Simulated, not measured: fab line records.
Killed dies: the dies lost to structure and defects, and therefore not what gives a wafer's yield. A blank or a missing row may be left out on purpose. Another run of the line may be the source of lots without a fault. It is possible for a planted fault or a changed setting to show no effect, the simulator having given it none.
Matching of chambers	flow nand harc	NHARC_A_STAIRCASE_DESCUM_186 on rie diel-11: 4 sister chambers
The step chemistry O2, time 3 s. 4 wafers are shown with their chamber, then 8 later ones without.

WAFERS, EACH WITH ITS CHAMBER
wafer	chamber	drypump motor current A (A)
L075.5	0	5.3
L093.1	1	6.4
L093.6	2	5.6
L095.1	3	6.3

WAFERS WITH NO CHAMBER GIVEN
wafer	drypump motor current A (A)
L095.4	5.3
L095.5	6.3
L096.2	6.4
L096.4	6.3
L096.5	5.5
L097.1	5.3
L097.3	6.3
L097.5	5.3

THE CHAMBER EACH PASSED THROUGH
wafer	from the rows above	in truth
L095.4	0	0
L095.5	3	3
L096.2	1	1
L096.4	3	3
L096.5	2	2
L097.1	0	0
L097.3	3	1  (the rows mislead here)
L097.5	0	0
7 of 8 placed correctly. Not placeable from these rows: 0. 1 placed wrongly.
How it was worked out, from the rows above alone: a wafer's distance from a chamber is the root of the sum, over the readings, of the square of ((its reading less the chamber's mean) divided by the reading's scatter). The wafer belongs to the nearest chamber; if the next one is less than 2 further off, it can't be placed. The mean given for a chamber averages the wafers shown for that chamber. The scatter: root of mean squared gap, hidden wafer to nearest shown wafer, with one shown wafer a chamber.
